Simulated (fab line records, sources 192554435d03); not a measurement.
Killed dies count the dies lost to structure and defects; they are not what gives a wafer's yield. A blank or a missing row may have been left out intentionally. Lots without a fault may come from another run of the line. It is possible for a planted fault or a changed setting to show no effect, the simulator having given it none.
fab line records | flow n5Finfet
[record] lots = 7 wafers = 39
route steps=1938 shown ZERO_LAYER@14 FIN_SAQP@96 DUMMY_GATE@246 MOL_CONTACT_COAG@608 BEOL_M0@721 BEOL_M1@814 BEOL_M3@1004 BEOL_M6@1251 BEOL_M9@1459 BEOL_M12@1656 BEOL_M15@1802 MIM_BOT_LITHO@1860 PASSIVATION@1936
startH: the number of hours between the record's first day and the start of the first shown wafer of the lot | waitH: hours since the lot's step before | " same as the row above | L1.1+2: one row covering several wafers at once | - value missing, or start not given | * or withheld: withheld | < > ~ a bound
route shown NAME@n: NAME is a module with steps in the file, n the number in the route of the first one | usual: the fault-free wafers' mean and standard deviation | same: alike in all rows | chamber/n: place in a boat | sites: the reading at each site | _std_site: how widely they spread, as a standard deviation | _edge_site: mean of outer sites minus mean of inner sites | radiusMm: how far each site lies from the wafer's centre | mask NAME#n: copy n | behind: the most recent tool/chamber to have shaped the wafer | hold: the reason the lot was held/the length of the hold in hours/how it ended | device: names the non-switching transistor (n, p or np) | end of line: the same wafers' tests at the end of the route | step lacking rows: just its recipe | killed: count of dies lost to structure and defects at first sort (not the wafer's yield) | map: the dies of a wafer, with x for killed, . for not killed, _ for no die there
set.NAME: the run value of the setting; set.NAME@STEP: its run value at that earlier step | model.NAME: the simulator's own value behind a step, which no gauge read
lots where settings were altered on purpose, with a table for each step and a row for each wafer
[[steps]]
[step N5_ZERO_LAYER_DESCUM_16]
[recipe] chemistry = O2 timeS = 7.9 sourcePowerW = 50 biasPowerW = 20 pressureMtorr = 20 rfFrequencyHz = 2.712e+07 tempC = 40 o2FlowSccm = 225
[step N5_FIN_SAQP_HM_DEP_03]
[recipe] material = SiNx targetThkA = 380 tempC = 400 precursor = SiH4/NH3/N2 pressureTorr = 1.5 rfW = 300 timeS = 33.6
[step N5_DUMMY_GATE_ETCH_32]
[recipe] chemistry = CF4 target = SiO2 targetDepthA = 35 timeS = 3.9 ionEnergyEv = 350 pressureMtorr = 10 icpW = 800 biasW = 400 cf4FlowSccm = 80
[step N5_MOL_CONTACT_COAG_ALD_133]
[recipe] material = SiO2 targetThkA = 50 tempC = 100 aldPrecursorFamily = BDEAS aldCoReactant = O2-plasma pulseTimeS = 1 coReactantPulseTimeS = 1 purgeTimeS = 2 coReactantPurgeTimeS = 2 aldCycles = 35 pressureTorr = 2
[step N5_BEOL_M0_TRENCH_ETCH_107]
[recipe] chemistry = C4F6/O2 targetDepthA = 328 target = SiOC timeS = 16.4 ionEnergyEv = 250 pressureMtorr = 30 sourceW = 355 biasW = 185 Ar_flow_sccm = 300 C4F6_flow_sccm = 10 O2_flow_sccm = 10
[step N5_BEOL_M1_SPUTTER_48]
[recipe] material = Cu targetThkA = 45 tempC = -20 chamberPressurePa = 0.07 powerW = withheld timeS = 8.29
[step N5_BEOL_M3_SPUTTER_90]
[step N5_BEOL_M6_ALD_77]
[recipe] material = TaN targetThkA = 20 tempC = 275 aldPrecursorFamily = PDMAT aldCoReactant = NH3 pressureTorr = 3 carrierFlowSccm = 1500 pulseTimeS = 2 purgeTimeS = 3 coReactantPurgeTimeS = 2 coReactantPulseTimeS = 3 aldCycles = 40 precursorVesselTempC = 75 precursorVesselPressureTorr = 26.25 precursorVesselCarrierSccm = 1000
[step N5_BEOL_M9_SURFACE_TREAT_79]
[recipe] gas = Ar timeS = * ionEnergyEv = * ionCurrentMaCm2 = 0.5 pressureMtorr = * arFlowSccm = 30
[step N5_BEOL_M12_DEP_53]
[recipe] material = SiCN targetThkA = 300 tempC = withheld precursor = 3MS/NH3 pressureTorr = 3 rfW = 675 timeS = 10.5
[step N5_BEOL_M15_DEVELOP_27]
[recipe] developTimeS = 45 rinseLiquid = diw dry = airSpin devTempC = 21
[step N5_MIM_BOT_LITHO_DEVELOP_07]
[recipe] developTimeS = 60 rinseLiquid = diw dry = airSpin devTempC = 21
[step N5_PASSIVATION_PROBE_49]
[usual] defectLimitedYield = 91.1/1.4 killedAtContacts = 12/6.1 killedDies = 105/17 killedOnRim = 14/4.3
// columns lot.wafer tool chamber startH waitH set.timeS@ZERO_LAYER_DESCUM_16 set.timeS@FIN_SAQP_HM_DEP_03 set.timeS@DUMMY_GATE_ETCH_32 set.aldCycles@MOL_CONTACT_COAG_ALD_133 set.targetDepthA@BEOL_M0_TRENCH_ETCH_107 set.timeS@BEOL_M1_SPUTTER_48 set.timeS@BEOL_M3_SPUTTER_90 set.aldCycles@BEOL_M6_ALD_77 set.timeS@BEOL_M9_SURFACE_TREAT_79 set.targetThkA@BEOL_M12_DEP_53 set.developTimeS@BEOL_M15_DEVELOP_27 set.developTimeS@MIM_BOT_LITHO_DEVELOP_07 defectLimitedYield[%] killedAtContacts killedDies killedOnRim
L074.1 prober-02 - 384.78 0.0 9.988 17.67 2.852 25 328 8.29 8.29 40 * 385.5 54.62 60 41.5 598 690 86
L074.2 prober-02 - 384.83 0.1 9.988 17.67 2.852 35 328 12.07 8.29 40 * 385.5 45 27.58 92.7 22 86 7
L074.3 prober-02 - 384.88 0.1 7.9 33.6 3.9 35 328 12.07 8.29 40 * 300 45 60 92.6 14 87 15
L074.4 prober-02 - 384.93 0.2 7.9 17.67 3.9 35 328 8.29 8.29 40 * 300 45 27.58 90.6 10 111 16
L074.5 prober-02 - 384.98 0.2 7.9 33.6 2.852 25 328 12.07 8.29 40 * 385.5 54.62 60 41.4 598 691 87
L074.6 prober-02 - 385.03 0.3 9.988 33.6 3.9 25 328 8.29 8.29 40 * 300 54.62 27.58 40.5 622 702 85
L075.1 prober-01 - 387.83 0.0 3.73 33.6 3.9 35 328 8.29 8.29 40 * 300 45 60 90.9 3 107 17
L075.2 prober-01 - 387.88 0.1 3.73 33.6 3.9 35 328 5.136 3.777 40 * 474.4 69.1 60 92.1 1 93 16
L075.3 prober-01 - 387.93 0.1 7.9 33.6 3.9 35 328 5.136 3.777 19 * 300 45 91.48 88.2 7 139 18
L075.4 prober-01 - 387.98 0.2 3.73 33.6 3.9 35 328 8.29 8.29 19 * 474.4 69.1 60 89.2 3 127 16
L075.5 prober-01 - 388.03 0.2 7.9 33.6 3.9 35 328 8.29 3.777 19 * 474.4 45 91.48 90.0 4 118 14
L075.6 prober-01 - 388.08 0.3 7.9 33.6 3.9 35 328 5.136 8.29 40 * 300 69.1 91.48 91.9 4 96 6
L082.1 prober-02 - 413.05 0.0 7.9 33.6 3.9 35 275.6 8.29 8.29 40 * 406.1 45 35.94 91.9 15 95 8
L082.2 prober-02 - 413.10 0.1 4.602 33.6 3.9 23 328 5.061 8.29 49 * 406.1 30.14 60 10.5 967 1056 127
L082.3 prober-02 - 413.15 0.1 4.602 33.6 3.9 35 275.6 5.061 6.291 49 * 406.1 45 35.94 92.2 14 92 11
L082.4 prober-02 - 413.20 0.2 4.602 33.6 3.9 23 328 8.29 6.291 49 * 300 30.14 60 10.0 953 1062 131
L082.5 prober-02 - 413.25 0.2 7.9 33.6 3.9 35 328 5.061 6.291 40 * 300 30.14 35.94 92.1 10 93 2
L082.6 prober-02 - 413.30 0.3 7.9 33.6 3.9 23 275.6 8.29 8.29 40 * 300 45 60 8.8 960 1076 134
L089.1 prober-01 - 450.39 0.0 11.97 33.6 3.9 23 328 11.81 4.797 40 * 362.8 45 60 8.2 955 1083 139
L089.2 prober-01 - 450.44 0.1 11.97 52.98 3.9 35 328 8.29 8.29 64 * 362.8 45 60 94.2 11 69 10
L089.3 prober-01 - 450.49 0.1 7.9 52.98 3.9 23 523.2 11.81 4.797 64 * 362.8 24.34 60 11.4 980 1045 132
L089.4 prober-01 - 450.54 0.2 7.9 33.6 5.393 23 523.2 8.29 8.29 64 * 300 24.34 60 7.9 993 1087 140
L089.5 prober-01 - 450.59 0.2 7.9 52.98 5.393 35 523.2 11.81 8.29 40 * 300 45 60 90.8 10 108 15
L089.6 prober-01 - 450.64 0.3 11.97 33.6 5.393 35 328 8.29 4.797 40 * 300 24.34 60 91.1 17 105 12
L087.1 prober-01 - 454.47 0.3 7.9 52.61 3.9 35 328 8.29 4.829 40 * 300 45 26.98 89.5 27 124 16
L087.2 prober-01 - 454.52 0.3 7.9 52.61 3.9 35 328 3.476 8.29 23 * 215.2 45 60 88.5 18 136 20
L087.3 prober-01 - 454.57 0.4 7.9 33.6 5.813 35 328 8.29 8.29 40 * 300 53.62 26.98 88.6 22 134 21
L087.4 prober-01 - 454.62 0.4 7.9 33.6 3.9 41 328 8.29 4.829 23 * 215.2 45 26.98 88.6 30 134 15
L087.5 prober-01 - 454.67 0.5 7.9 52.61 5.813 41 328 3.476 4.829 23 * 300 53.62 60 89.1 38 129 24
L087.6 prober-01 - 454.72 0.5 7.9 33.6 5.813 41 328 3.476 8.29 40 * 215.2 53.62 60 89.4 34 125 17
L088.1 prober-02 - 462.14 0.0 3.78 33.6 3.9 35 219.2 10.86 8.29 18 * 181.3 45 60 86.7 4 157 35
L088.2 prober-02 - 462.19 0.1 7.9 33.6 3.219 35 328 10.86 8.29 40 * 300 45 60 91.3 3 103 13
L088.3 prober-02 - 462.24 0.1 7.9 33.6 3.219 35 219.2 8.29 10.9 40 * 181.3 45 60 90.0 9 118 18
L088.4 prober-02 - 462.29 0.2 7.9 33.6 3.9 35 219.2 8.29 10.9 18 * 300 45 60 86.9 8 154 24
L088.5 prober-02 - 462.34 0.2 3.78 33.6 3.9 35 328 10.86 10.9 18 * 300 45 60 82.8 8 203 32
L088.6 prober-02 - 462.39 0.3 3.78 33.6 3.219 35 328 8.29 8.29 40 * 181.3 45 60 91.4 6 102 11
L094.1 prober-02 - 482.96 0.0 7.9 33.6 3.9 35 328 8.29 8.29 40 * 300 45 60 91.5 13 100 16
L094.3 prober-02 - 483.06 0.1 7.9 33.6 3.9 35 328 8.29 8.29 40 * 300 45 60 92.5 11 88 14
L094.4 prober-02 - 483.11 0.2 7.9 33.6 3.9 35 328 8.29 8.29 40 * 300 45 60 91.0 1 106 13
// killed by level:class
L074.1 MOL_CONTACT_COAG:areaAld=594 FIN_SAQP:geometricParticle:open=11 BEOL_M3:geometricParticle:open=11 FIN_SAQP:geometricParticle:short=6 BEOL_M0_SAQP:geometricParticle:short=5 BEOL_M5:geometricParticle:open=5 SPACER0:geometricParticle:open=4 SPACER0:geometricParticle:short=3
L074.2 MOL_CONTACT_COAG:geometricParticle:open=19 FIN_SAQP:geometricParticle:open=9 BEOL_M4:geometricParticle:open=5 DUMMY_GATE:geometricParticle:open=4 FIN_SAQP:geometricParticle:short=3 ILD0:geometricParticle:open=3 BEOL_M0:geometricParticle:open=3 BEOL_M3:geometricParticle:open=3
L074.3 MOL_CONTACT_COAG:geometricParticle:open=8 BEOL_M0_SAQP:geometricParticle:short=8 FIN_SAQP:geometricParticle:open=7 BEOL_M0_SAQP:geometricParticle:open=7 DUMMY_GATE:geometricParticle:open=6 MOL_CONTACT_COAG:geometricParticle:short=6 BEOL_M4:geometricParticle:open=6 BEOL_M0:geometricParticle:open=5
L074.4 FIN_SAQP:geometricParticle:open=13 BEOL_M3:geometricParticle:open=10 FIN_SAQP:geometricParticle:short=8 BEOL_M4:geometricParticle:open=8 BEOL_M0_SAQP:geometricParticle:short=8 MOL_CONTACT_COAG:geometricParticle:open=6 BEOL_M0_SAQP:geometricParticle:open=6 BEOL_M1:geometricParticle:open=6
L074.5 MOL_CONTACT_COAG:areaAld=581 BEOL_M0_SAQP:geometricParticle:open=16 BEOL_M0_SAQP:geometricParticle:short=15 FIN_SAQP:geometricParticle:open=14 MOL_CONTACT_COAG:geometricParticle:open=13 FIN_SAQP:geometricParticle:short=9 BEOL_M4:geometricParticle:open=7 FIN_CUT:geometricParticle:open=4
L074.6 MOL_CONTACT_COAG:areaAld=609 MOL_CONTACT_COAG:geometricParticle:open=12 BEOL_M0_SAQP:geometricParticle:short=11 BEOL_M3:geometricParticle:open=10 BEOL_M0_SAQP:geometricParticle:open=5 BEOL_M1:geometricParticle:open=5 STI_FIN_REVEAL:geometricParticle:open=4 ILD0:geometricParticle:short=4
L075.1 FIN_SAQP:geometricParticle:open=10 BEOL_M4:geometricParticle:open=9 FIN_SAQP:geometricParticle:short=8 GATE_CUT:geometricParticle:open=8 STI_FIN_REVEAL:geometricParticle:open=6 MIM_TOP_ETCH:geometricParticle:open=6 GATE_CUT:geometricParticle:short=5 BEOL_M1:geometricParticle:open=5
L075.2 BEOL_M4:geometricParticle:open=10 FIN_SAQP:geometricParticle:open=7 BEOL_M2:geometricParticle:open=6 STI_FIN_REVEAL:geometricParticle:open=5 DUMMY_GATE:geometricParticle:open=5 BEOL_M2:geometricParticle:short=5 BEOL_M0_SAQP:geometricParticle:short=4 BEOL_M4:geometricParticle:short=4
L075.3 M6:areaAld=26 FIN_SAQP:geometricParticle:open=12 BEOL_M1:geometricParticle:open=11 BEOL_M0_SAQP:geometricParticle:short=9 FIN_SAQP:geometricParticle:short=8 STI_FIN_REVEAL:geometricParticle:open=8 BEOL_M0_SAQP:geometricParticle:open=7 STARTING-WAFER:geometricParticle:short=7
L075.4 M6:areaAld=24 BEOL_M0_SAQP:geometricParticle:open=16 STI_FIN_REVEAL:geometricParticle:open=10 BEOL_M1:geometricParticle:open=9 FIN_SAQP:geometricParticle:open=8 GATE_CUT:geometricParticle:short=5 BEOL_M0_SAQP:geometricParticle:short=5 BEOL_M2:geometricParticle:short=4
L075.5 M6:areaAld=37 FIN_SAQP:geometricParticle:open=19 FIN_SAQP:geometricParticle:short=9 DUMMY_GATE:geometricParticle:open=4 BEOL_M3:geometricParticle:open=4 SDB:coatMicrobubblePrinted=4 STI_FIN_REVEAL:geometricParticle:open=3 BEOL_M0_SAQP:geometricParticle:short=3
L075.6 FIN_SAQP:geometricParticle:short=17 FIN_SAQP:geometricParticle:open=14 STI_FIN_REVEAL:geometricParticle:open=5 BEOL_M3:geometricParticle:open=5 STARTING-WAFER:geometricParticle:short=4 MOL_CONTACT_COAG:geometricParticle:open=4 BEOL_M0_SAQP:geometricParticle:open=4 BEOL_M1:geometricParticle:open=4
L082.1 STI_FIN_REVEAL:geometricParticle:open=14 FIN_SAQP:geometricParticle:open=10 MOL_CONTACT_COAG:geometricParticle:open=10 BEOL_M0_SAQP:geometricParticle:open=9 BEOL_M0_SAQP:geometricParticle:short=6 ILD0:geometricParticle:short=5 MOL_CONTACT_COAG:geometricParticle:short=5 GATE_CUT:geometricParticle:short=4
L082.2 MOL_CONTACT_COAG:areaAld=952 MOL_CONTACT_COAG:geometricParticle:open=10 FIN_SAQP:geometricParticle:open=9 FIN_SAQP:geometricParticle:short=9 BEOL_M2:geometricParticle:open=8 BEOL_M0_SAQP:geometricParticle:open=8 GATE_CUT:geometricParticle:open=6 MOL_CONTACT_COAG:geometricParticle:short=5
L082.3 MOL_CONTACT_COAG:geometricParticle:open=10 BEOL_M0_SAQP:geometricParticle:open=10 FIN_SAQP:geometricParticle:open=8 BEOL_M0_SAQP:geometricParticle:short=8 STI_FIN_REVEAL:geometricParticle:open=7 BEOL_M4:geometricParticle:open=6 BEOL_M1:geometricParticle:open=5 STARTING-WAFER:geometricParticle:short=5
L082.4 MOL_CONTACT_COAG:areaAld=945 BEOL_M0_SAQP:geometricParticle:short=15 FIN_SAQP:geometricParticle:short=14 BEOL_M0_SAQP:geometricParticle:open=13 FIN_SAQP:geometricParticle:open=11 BEOL_M1:geometricParticle:open=11 MOL_CONTACT_COAG:geometricParticle:open=7 BEOL_M3:geometricParticle:open=5
L082.5 FIN_SAQP:geometricParticle:open=10 FIN_SAQP:geometricParticle:short=9 MOL_CONTACT_COAG:geometricParticle:open=7 GATE_CUT:geometricParticle:short=6 BEOL_M2:geometricParticle:open=6 ILD0:geometricParticle:short=5 GATE_CUT:geometricParticle:open=5 BEOL_M0_SAQP:geometricParticle:open=5
L082.6 MOL_CONTACT_COAG:areaAld=944 BEOL_M0_SAQP:geometricParticle:open=18 FIN_SAQP:geometricParticle:open=13 FIN_SAQP:geometricParticle:short=11 STI_FIN_REVEAL:geometricParticle:open=11 MOL_CONTACT_COAG:geometricParticle:open=10 BEOL_M0_SAQP:geometricParticle:short=9 BEOL_M4:geometricParticle:open=8
L089.1 MOL_CONTACT_COAG:areaAld=938 FIN_SAQP:geometricParticle:short=25 FIN_SAQP:geometricParticle:open=17 MOL_CONTACT_COAG:geometricParticle:open=14 BEOL_M1:geometricParticle:open=14 BEOL_M0_SAQP:geometricParticle:open=12 BEOL_M4:geometricParticle:open=9 BEOL_M0_SAQP:geometricParticle:short=6
L089.2 BEOL_M4:geometricParticle:open=12 MOL_CONTACT_COAG:geometricParticle:open=9 BEOL_M2:geometricParticle:open=8 FIN_SAQP:geometricParticle:short=5 BEOL_M0_SAQP:geometricParticle:short=5 BEOL_M1:geometricParticle:open=4 STARTING-WAFER:geometricParticle:open=3 FIN_SAQP:geometricParticle:open=2
L089.3 MOL_CONTACT_COAG:areaAld=974 BEOL_M2:geometricParticle:open=7 FIN_SAQP:geometricParticle:short=7 DUMMY_GATE:geometricParticle:open=5 MOL_CONTACT_COAG:geometricParticle:open=5 STARTING-WAFER:geometricParticle:open=5 FIN_SAQP:geometricParticle:open=4 STI_FIN_REVEAL:geometricParticle:open=4
L089.4 MOL_CONTACT_COAG:areaAld=986 FIN_SAQP:geometricParticle:short=15 FIN_SAQP:geometricParticle:open=12 STI_FIN_REVEAL:geometricParticle:open=10 BEOL_M2:geometricParticle:open=8 BEOL_M4:geometricParticle:open=8 MOL_CONTACT_COAG:geometricParticle:open=6 BEOL_M1:geometricParticle:open=5
L089.5 FIN_SAQP:geometricParticle:open=12 MOL_CONTACT_COAG:geometricParticle:open=9 BEOL_M2:geometricParticle:open=9 FIN_SAQP:geometricParticle:short=8 DUMMY_GATE:geometricParticle:open=7 BEOL_M0_SAQP:geometricParticle:open=7 GATE_CUT:geometricParticle:short=6 BEOL_M4:geometricParticle:open=6
L089.6 MOL_CONTACT_COAG:geometricParticle:open=16 BEOL_M1:geometricParticle:open=10 BEOL_M0_SAQP:geometricParticle:short=8 BEOL_M2:geometricParticle:open=8 FIN_SAQP:geometricParticle:open=7 BEOL_M3:geometricParticle:open=7 FIN_SAQP:geometricParticle:short=6 STI_FIN_REVEAL:geometricParticle:open=5
L087.1 MOL_CONTACT_COAG:geometricParticle:open=23 STI_FIN_REVEAL:geometricParticle:open=10 BEOL_M1:geometricParticle:open=10 BEOL_M0:geometricParticle:open=7 BEOL_M0_SAQP:geometricParticle:short=7 BEOL_M4:geometricParticle:open=7 BEOL_M3:geometricParticle:open=6 BEOL_M2:geometricParticle:open=6
L087.2 MOL_CONTACT_COAG:geometricParticle:open=15 M6:areaAld=12 DUMMY_GATE:geometricParticle:open=11 BEOL_M4:geometricParticle:open=10 BEOL_M1:geometricParticle:open=8 BEOL_M0_SAQP:geometricParticle:open=8 BEOL_M3:geometricParticle:open=7 FIN_SAQP:geometricParticle:open=6
L087.3 MOL_CONTACT_COAG:geometricParticle:open=18 BEOL_M4:geometricParticle:open=12 BEOL_M1:geometricParticle:open=10 BEOL_M2:geometricParticle:open=8 FIN_SAQP:geometricParticle:open=7 FIN_SAQP:geometricParticle:short=7 BEOL_M3:geometricParticle:open=6 STARTING-WAFER:geometricParticle:open=6
L087.4 MOL_CONTACT_COAG:areaAld=20 FIN_SAQP:geometricParticle:short=12 M6:areaAld=11 FIN_SAQP:geometricParticle:open=9 BEOL_M2:geometricParticle:open=8 BEOL_M0:geometricParticle:open=7 BEOL_M3:geometricParticle:open=7 MOL_CONTACT_COAG:geometricParticle:open=6
L087.5 MOL_CONTACT_COAG:areaAld=20 MOL_CONTACT_COAG:geometricParticle:open=14 BEOL_M2:geometricParticle:open=14 M6:areaAld=13 BEOL_M1:geometricParticle:open=10 FIN_SAQP:geometricParticle:short=7 FIN_SAQP:geometricParticle:open=6 GATE_CUT:geometricParticle:open=5
L087.6 MOL_CONTACT_COAG:geometricParticle:open=20 BEOL_M2:geometricParticle:open=13 MOL_CONTACT_COAG:areaAld=13 FIN_SAQP:geometricParticle:short=9 BEOL_M1:geometricParticle:open=9 BEOL_M4:geometricParticle:open=7 BEOL_M0_SAQP:geometricParticle:short=5 BEOL_M3:geometricParticle:open=5
L088.1 M6:areaAld=28 HKMG_FIN:areaEtch=24 FIN_SAQP:geometricParticle:open=14 STI_FIN_REVEAL:geometricParticle:open=9 FIN_SAQP:geometricParticle:short=8 BEOL_M0_SAQP:geometricParticle:open=7 BEOL_M4:geometricParticle:open=7 STI_FIN_REVEAL:geometricParticle:short=5
L088.2 BEOL_M4:geometricParticle:open=16 STI_FIN_REVEAL:geometricParticle:open=12 BEOL_M3:geometricParticle:open=12 FIN_SAQP:geometricParticle:short=8 HKMG_FIN:areaEtch=8 FIN_SAQP:geometricParticle:open=6 BEOL_M4:geometricParticle:short=4 DUMMY_GATE:geometricParticle:open=3
L088.3 STI_FIN_REVEAL:geometricParticle:open=28 BEOL_M0_SAQP:geometricParticle:open=9 BEOL_M3:geometricParticle:open=9 MOL_CONTACT_COAG:geometricParticle:open=8 BEOL_M1:geometricParticle:open=7 BEOL_M0_SAQP:geometricParticle:short=6 BEOL_M7:geometricParticle:short=5 FIN_SAQP:geometricParticle:short=4
L088.4 M6:areaAld=36 STI_FIN_REVEAL:geometricParticle:open=19 BEOL_M3:geometricParticle:open=13 BEOL_M4:geometricParticle:open=12 BEOL_M2:geometricParticle:short=9 MOL_CONTACT_COAG:geometricParticle:open=7 FIN_SAQP:geometricParticle:short=6 BEOL_M1:geometricParticle:short=6
L088.5 M6:areaAld=45 STI_FIN_REVEAL:geometricParticle:open=31 BEOL_M3:geometricParticle:open=17 BEOL_M4:geometricParticle:open=16 FIN_SAQP:geometricParticle:open=11 STI_FIN_REVEAL:geometricParticle:short=10 BEOL_M1:geometricParticle:open=8 MOL_CONTACT_COAG:geometricParticle:open=7
L088.6 STI_FIN_REVEAL:geometricParticle:open=13 BEOL_M3:geometricParticle:open=11 BEOL_M4:geometricParticle:open=11 BEOL_M3:geometricParticle:short=6 FIN_SAQP:geometricParticle:short=5 MOL_CONTACT_COAG:geometricParticle:open=5 BEOL_M0_SAQP:geometricParticle:short=5 BEOL_M8:geometricParticle:open=4
L094.1 MOL_CONTACT_COAG:geometricParticle:open=10 FIN_SAQP:geometricParticle:open=9 BEOL_M0_SAQP:geometricParticle:open=9 BEOL_M4:geometricParticle:open=9 BEOL_M0_SAQP:geometricParticle:short=5 DUMMY_GATE:geometricParticle:open=4 BEOL_M0:geometricParticle:open=4 MIM_TOP:geometricParticle:open=4
L094.3 MOL_CONTACT_COAG:geometricParticle:open=11 BEOL_M0_SAQP:geometricParticle:open=9 FIN_SAQP:geometricParticle:short=8 BEOL_M3:geometricParticle:open=7 FIN_SAQP:geometricParticle:open=5 BEOL_M0_SAQP:geometricParticle:short=5 BEOL_M1:geometricParticle:open=4 STI_FIN_REVEAL:geometricParticle:open=3
L094.4 FIN_SAQP:geometricParticle:open=21 FIN_SAQP:geometricParticle:short=12 BEOL_M1:geometricParticle:open=10 BEOL_M4:geometricParticle:open=10 STARTING-WAFER:geometricParticle:short=5 DUMMY_GATE:geometricParticle:open=4 BEOL_M0_SAQP:geometricParticle:open=4 BEOL_M8:geometricParticle:open=4
[[key]]
[split] step = N5_ZERO_LAYER_DESCUM_16 setting = timeS statedAs = 7.9
response none clear
[split] step = N5_FIN_SAQP_HM_DEP_03 setting = timeS statedAs = 33.6
response none clear
[split] step = N5_DUMMY_GATE_ETCH_32 setting = timeS statedAs = 3.9
response none clear
[split] step = N5_MOL_CONTACT_COAG_ALD_133 setting = aldCycles statedAs = 35
[response] step = N5_PASSIVATION_PROBE_49 reading = defectLimitedYield slope = +2 per = 1% togetherWith = all explained = 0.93
[response] step = N5_PASSIVATION_PROBE_49 reading = killedDies slope = -23.5 per = 1% togetherWith = all explained = 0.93
[response] step = N5_PASSIVATION_PROBE_49 reading = killedOnRim slope = -3 per = 1% togetherWith = all explained = 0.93
[response] step = N5_PASSIVATION_PROBE_49 reading = killedAtContacts slope = -22.8 per = 1% togetherWith = all explained = 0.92
[split] step = N5_BEOL_M0_TRENCH_ETCH_107 setting = targetDepthA statedAs = 328
response none clear
[split] step = N5_BEOL_M1_SPUTTER_48 setting = timeS statedAs = 8.29
response none clear
[split] step = N5_BEOL_M3_SPUTTER_90 setting = timeS statedAs = 8.29
response none clear
[split] step = N5_BEOL_M6_ALD_77 setting = aldCycles statedAs = 40
response none clear
[split] step = N5_BEOL_M9_SURFACE_TREAT_79 setting = timeS statedAs = *
response none clear
[split] step = N5_BEOL_M12_DEP_53 setting = targetThkA statedAs = 300
response none clear
[split] step = N5_BEOL_M15_DEVELOP_27 setting = developTimeS statedAs = 45
response none clear
[split] step = N5_MIM_BOT_LITHO_DEVELOP_07 setting = developTimeS statedAs = 60
response none clear
